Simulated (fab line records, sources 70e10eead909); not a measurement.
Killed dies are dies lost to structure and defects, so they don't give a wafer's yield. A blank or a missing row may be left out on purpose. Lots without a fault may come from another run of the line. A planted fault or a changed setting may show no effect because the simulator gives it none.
Which tool did it? | flow nand_harc | 11 lots, 33 wafers sampled, at 6 steps of a route of 1302

WHAT THE GAUGES READ, wafer by wafer
NHARC_END_SORT_01. Usual: defect_limited_yield 91.6 %, standard deviation 2.8; killed_at_array 53, standard deviation 19; killed_at_other 0.8, standard deviation 1.2; killed_at_periphery 3.7, standard deviation 2.3; killed_dies 57, standard deviation 19; killed_open 3.2, standard deviation 1.7; killed_short 2.6, standard deviation 1.8; sort_bin_2_pct 3.0 %, standard deviation 1.2; sort_bin_3_pct 0.7 %, standard deviation 0.4; sort_bin_4_pct 4.8 %, standard deviation 1.5; sort_n_pass 620, standard deviation 19; sort_rim_yield_pct 90 %, standard deviation 4.8; sort_yield_pct 91.6 %, standard deviation 2.8.
lot  | measured     | on        | defect_limited_yield (%) | killed_at_array | killed_at_other | killed_at_periphery | killed_dies | killed_open | killed_short | sort_bin_2_pct (%) | sort_bin_3_pct (%) | sort_bin_4_pct (%) | sort_n_pass | sort_rim_yield_pct (%) | sort_yield_pct (%) | flag
L980 | day 25 17:05 | prober-02 | 94.5 93.6 94.5           | 25 37 31        | 0 0 0           | 12 6 6              | 37 43 37    | 5 2 6       | 2 3 4        | 2.1 2.2 1.9        | 0.4 0.3 0.1        | 3.0 3.8 3.4        | 640 634 640 | 90 91 91               | 94.5 93.6 94.5     |
L982 | day 27 08:58 | prober-02 | 95.1 95.1 96.0           | 31 31 25        | 0 0 1           | 2 2 1               | 33 33 27    | 4 4 4       | 5 1 5        | 1.0 1.8 1.9        | 0.1 0.6 0          | 3.7 2.5 2.1        | 644 644 650 | 95 95 95               | 95.1 95.1 96.0     |
L983 | day 27 17:35 | prober-02 | 95.7 95.1 95.4           | 26 29 27        | 1 1 3           | 2 3 1               | 29 33 31    | 1 3 5       | 1 2 0        | 1.3 1.3 1.0        | 0.3 0.4 0.4        | 2.7 3.1 3.1        | 648 644 646 | 94 95 95               | 95.7 95.1 95.4     |
L985 | day 27 16:50 | prober-01 | 90.5 87.9 90.0           | 60 77 62        | 0 0 3           | 4 5 3               | 64 82 68    | 1 5 2       | 2 3 0        | 3.4 4.0 4.1        | 0.7 0.6 1.2        | 5.3 7.5 4.7        | 613 595 609 | 84 83 82               | 90.5 87.9 90.0     |
L987 | day 28 22:49 | prober-02 | 87.0 85.7 89.4           | 84 93 69        | 0 0 1           | 4 4 2               | 88 97 72    | 1 2 6       | 5 1 1        | 4.9 5.0 3.5        | 0.7 1.2 1.6        | 7.4 8.1 5.5        | 589 580 605 | 90 90 82               | 87.0 85.7 89.4     |
L989 | day 28 14:14 | prober-02 | 89.7 88.6 91.3           | 66 74 54        | 1 2 2           | 3 1 3               | 70 77 59    | 3 3 3       | 6 3 3        | 3.8 3.5 3.7        | 0.3 0.9 0.9        | 6.2 6.9 4.1        | 607 600 618 | 90 80 78               | 89.7 88.6 91.3     |
L990 | day 30 04:52 | prober-01 | 91.7 93.6 91.7           | 48 40 53        | 2 1 0           | 6 2 3               | 56 43 56    | 4 2 4       | 2 3 3        | 2.7 2.4 2.2        | 0.1 0.4 0.6        | 5.5 3.5 5.5        | 621 634 621 | 90 90 89               | 91.7 93.6 91.7     |
L991 | day 31 05:14 | prober-01 | 95.0 95.9 96.3           | 32 25 22        | 0 0 0           | 2 3 3               | 34 28 25    | 2 3 3       | 0 1 2        | 1.3 0.9 0.9        | 0.3 0.3 0.3        | 3.4 3.0 2.5        | 643 649 652 | 92 90 98               | 95.0 95.9 96.3     |
L998 | day 33 06:08 | prober-02 | 89.2 90.4 89.5           | 70 59 59        | 1 3 6           | 2 3 6               | 73 65 71    | 5 5 3       | 4 3 3        | 4.6 4.0 5.0        | 1.0 0.7 0.6        | 5.2 4.9 4.9        | 604 612 606 | 94 87 92               | 89.2 90.4 89.5     |
L999 | day 33 20:31 | prober-01 | 90.8 91.0 92.6           | 55 52 48        | 0 0 0           | 7 9 2               | 62 61 50    | 3 5 2       | 5 3 1        | 3.1 2.4 2.7        | 0.6 0.4 0.4        | 5.5 6.2 4.3        | 615 616 627 | 87 90 95               | 90.8 91.0 92.6     |
L100 | day 33 15:01 | prober-02 | 92.2 93.1 93.2           | 50 43 42        | 0 1 2           | 3 3 2               | 53 47 46    | 3 2 2       | 2 3 2        | 2.1 1.6 1.9        | 0.4 0.7 0.9        | 5.3 4.6 4.0        | 624 630 631 | 97 95 92               | 92.2 93.1 93.2     |

WHICH TOOL RAN EACH LOT (tool, then ch and the chambers of the sampled wafers, then the start)
lot  | NHARC_P_M2_DESCUM_14               | NHARC_P_M2_ETCH_15                            | NHARC_P_M2_ECD_22              | NHARC_P_M2_CMP_23             | NHARC_P_M2_DEP_33
L980 | rie_diel-12 ch 1,3, day 7 17:47    | rie_diel-12 ch 1,2,3, day 7 19:15 or earlier  | ecd_cu-02 ch 0,1, day 7 19:15  | cmp-04 ch 0,2,3, day 7 19:56  | pecvd-03 ch 1,2, day 7 20:32
L982 | rie_diel-03 ch 2,3, day 8 12:15    | rie_diel-03 ch 0,1,2, day 8 13:39 or earlier  | ecd_cu-02 ch 0,1, day 8 13:39  | cmp-01 ch 0,2, day 8 14:24    | pecvd-04 ch 0,2, day 8 14:59
L983 | rie_diel-03 ch 0,3, day 9 06:04    | rie_diel-03 ch 0,1,3, day 9 07:26 or earlier  | ecd_cu-01 ch 0,1, day 9 07:26  | cmp-02 ch 0,2,3, day 9 08:13  | pecvd-01 ch 0,1,2, day 9 08:52
L985 | rie_diel-03 ch 0,2, day 9 18:23    | rie_diel-03 ch 0,1,2, day 9 19:51 or earlier  | ecd_cu-02 ch 0,1, day 9 19:51  | cmp-02 ch 0,1,2, day 9 20:33  | pecvd-03 ch 0,2, day 9 21:08
L987 | rie_diel-06 ch 2,3, day 10 22:10   | rie_diel-06 ch 2,3, day 10 23:36 or earlier   | ecd_cu-02 ch 0,1, day 10 23:36 | cmp-04 ch 0,1, day 11 00:16   | pecvd-03 ch 0,1, day 11 00:56
L989 | rie_diel-06 ch 1,2, day 11 07:27   | rie_diel-06 ch 2,3, day 11 09:07 or earlier   | ecd_cu-01 ch 0,1, day 11 09:07 | cmp-01 ch 0,2,3, day 11 09:52 | pecvd-04 ch 0,2, day 11 10:27
L990 | rie_diel-12 ch 0,1, day 11 14:36   | rie_diel-12 ch 1,2, day 11 16:05 or earlier   | ecd_cu-02 ch 0,1, day 11 16:05 | cmp-04 ch 0,3, day 11 16:43   | pecvd-03 ch 0,1,2, day 11 17:28
L991 | rie_diel-03 ch 0,1, day 12 11:22   | rie_diel-03 ch 0,1, day 12 12:49 or earlier   | ecd_cu-02 ch 0,1, day 12 12:49 | cmp-02 ch 0,3, day 12 13:29   | pecvd-03 ch 0,1, day 12 14:11
L998 | rie_diel-12 ch 1,2,3, day 15 07:02 | rie_diel-12 ch 1,2,3, day 15 08:31 or earlier | ecd_cu-01 ch 0,1, day 15 08:31 | cmp-02 ch 0,1,2, day 15 09:37 | pecvd-03 ch 0,1, day 15 10:11
L999 | rie_diel-03 ch 2,3, day 15 16:09   | rie_diel-03 ch 1,3, day 15 17:47 or earlier   | ecd_cu-01 ch 0,1, day 15 17:47 | cmp-04 ch 2,3, day 15 18:23   | pecvd-01 ch 0,1, day 15 19:04
L100 | rie_diel-12 ch 0,1,2, day 16 00:19 | rie_diel-12 ch 0,1,2, day 16 02:10 or earlier | ecd_cu-01 ch 0,1, day 16 02:10 | cmp-04 ch 2,3, day 16 02:59   | pecvd-01 ch 1,2, day 16 03:39
- NHARC_P_M2_DESCUM_14: chemistry O2, time 3 s.
- NHARC_P_M2_ETCH_15: etches the open film in C4F8/Ar, target depth 182.5 nm, time 91.2 s.
- NHARC_P_M2_ECD_22: material Cu, target thk 400 nm.
- NHARC_P_M2_CMP_23: polishes, t overpolish 20 s, target thk 144.3 nm.
- NHARC_P_M2_DEP_33: deposits SiCN, target thk 30 nm.

WHAT THE TOOLS THEMSELVES READ (means of the sampled wafers that have a number; where no wafer has one, the mark that the record gives instead)
NHARC_P_M2_DESCUM_14. Usual: drypump_motor_current_A 5.6 A, standard deviation 0.5; oes_product_au 1.000 a.u., standard deviation 0.0099; rf_vpp_V 58.0 V, standard deviation 0.85; showerhead_plenum_p_Torr 1.93 Torr, standard deviation 0.096; throttle_valve_pct 11.312 %, standard deviation 0.0093.
lot  | tool        | drypump_motor_current_A (A) | oes_product_au (a.u.) | rf_vpp_V (V) | showerhead_plenum_p_Torr (Torr) | throttle_valve_pct (%) | flag
L980 | rie_diel-12 | 5.8                         | 1.010                 | 58.3         | 2.03                            | 11.316                 |
L982 | rie_diel-03 | 5.0                         | 0.998                 | 57.6         | 1.98                            | 11.303                 |
L983 | rie_diel-03 | 5.0                         | 0.991                 | 57.5         | 1.99                            | 11.305                 |
L985 | rie_diel-03 | 5.2                         | 0.998                 | 57.8         | 2.03                            | 11.312                 |
L987 | rie_diel-06 | 5.7                         | 1.001                 | 57.4         | 1.82                            | 11.316                 |
L989 | rie_diel-06 | 5.3                         | 0.996                 | 57.7         | 1.81                            | 11.304                 |
L990 | rie_diel-12 | 6.1                         | 0.992                 | 57.7         | 2.00                            | 11.323                 |
L991 | rie_diel-03 | 5.1                         | 0.995                 | 57.8         | 1.97                            | 11.311                 |
L998 | rie_diel-12 | 5.6                         | 1.002                 | 58.1         | 1.97                            | 11.309                 |
L999 | rie_diel-03 | 5.1                         | 1.001                 | 58.2         | 2.01                            | 11.323                 |
L100 | rie_diel-12 | 6.0                         | 1.001                 | 58.3         | 1.96                            | 11.318                 |

NHARC_P_M2_ETCH_15. Usual: bias_w 300.1 W, standard deviation 0.89; oes_product_au 0.945 a.u., standard deviation 0.023; rf_vpp_V 441 V, standard deviation 3.1.
lot  | tool        | bias_w (W) | oes_product_au (a.u.) | rf_vpp_V (V) | flag
L980 | rie_diel-12 | 299.9      | 0.954                 | 442          |
L982 | rie_diel-03 | 299.7      | 0.924                 | 444          |
L983 | rie_diel-03 | 299.4      | 0.921                 | 442          |
L985 | rie_diel-03 | 300.1      | 0.918                 | 443          |
L987 | rie_diel-06 | 300.0      | 0.932                 | 436          |
L989 | rie_diel-06 | 300.1      | 0.927                 | 437          |
L990 | rie_diel-12 | 301.2      | 0.965                 | 440          |
L991 | rie_diel-03 | 299.8      | 0.920                 | 442          |
L998 | rie_diel-12 | 300.7      | 0.972                 | 443          |
L999 | rie_diel-03 | 300.6      | 0.928                 | 440          |
L100 | rie_diel-12 | 300.0      | 0.965                 | 443          |

NHARC_P_M2_CMP_23. Usual: motor_current_A 12.4 A, standard deviation 1.1; time_to_endpoint_s 28.9 s, standard deviation 2.9.
lot  | tool   | motor_current_A (A) | time_to_endpoint_s (s) | flag
L980 | cmp-04 | 12.7                | 29.4                   |
L982 | cmp-01 | 12.6                | 27.8                   |
L983 | cmp-02 | 12.2                | 27.3                   |
L985 | cmp-02 | 12.8                | 28.9                   |
L987 | cmp-04 | 10.9                | 32.5                   |
L989 | cmp-01 | 12.2                | 25.6                   |
L990 | cmp-04 | 11.6                | 17.8                   | OFF
L991 | cmp-02 | 11.8                | 11.6                   | OFF
L998 | cmp-02 | 13.1                | 28.4                   |
L999 | cmp-04 | 12.8                | 31.9                   |
L100 | cmp-04 | 13.5                | 30.3                   |

NHARC_P_M2_DEP_33. Usual: heater_power_w 594 W, standard deviation 79.
lot  | tool     | heater_power_w (W) | flag
L980 | pecvd-03 | 554                |
L982 | pecvd-04 | 660                |
L983 | pecvd-01 | 533                |
L985 | pecvd-03 | 695                |
L987 | pecvd-03 | 514                |
L989 | pecvd-04 | 652                |
L990 | pecvd-03 | 560                |
L991 | pecvd-03 | 543                |
L998 | pecvd-03 | 493                |
L999 | pecvd-01 | 549                |
L100 | pecvd-01 | 575                |

THE ANSWER, worked out from the rows above alone
Rule: a lot is off if the mean of its wafers that have a number lies more than 3 standard deviations from the usual mean. A lot without any number at a reading at which 4 lots or more have one is off too. The other lots that the step has rows for count as sound. The gauges are gone through in route order, then the tools' own readings, and for those a lot's mean is taken as printed above. The first step at which some lot is off is used, and at that step the reading that is off furthest; a lot without a number counts as furthest.
Off: L990, L991, at NHARC_P_M2_CMP_23 (time_to_endpoint_s).
A tool fits if, at that step or a process step before it, it ran every lot that is off, and no sound lot after the first of them. NHARC_P_M2_ETCH_15 gives no start for some lots, so the hours and the order of its lots are those of NHARC_P_M2_ECD_22. One fits: ecd_cu-02 at NHARC_P_M2_ECD_22. Its last sound lot is L987 (day 10 23:36), its first lot that is off L990 (day 11 16:05): a fault that began between those two fits.

WHAT THE SIMULATOR HAD PUT IN
Process parameter drift: ecd_cu-02, from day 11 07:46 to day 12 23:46, at NHARC_P_M2_ECD_22. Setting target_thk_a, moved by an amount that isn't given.
Lots struck among those shown: L990, L991. The rule above found the same.
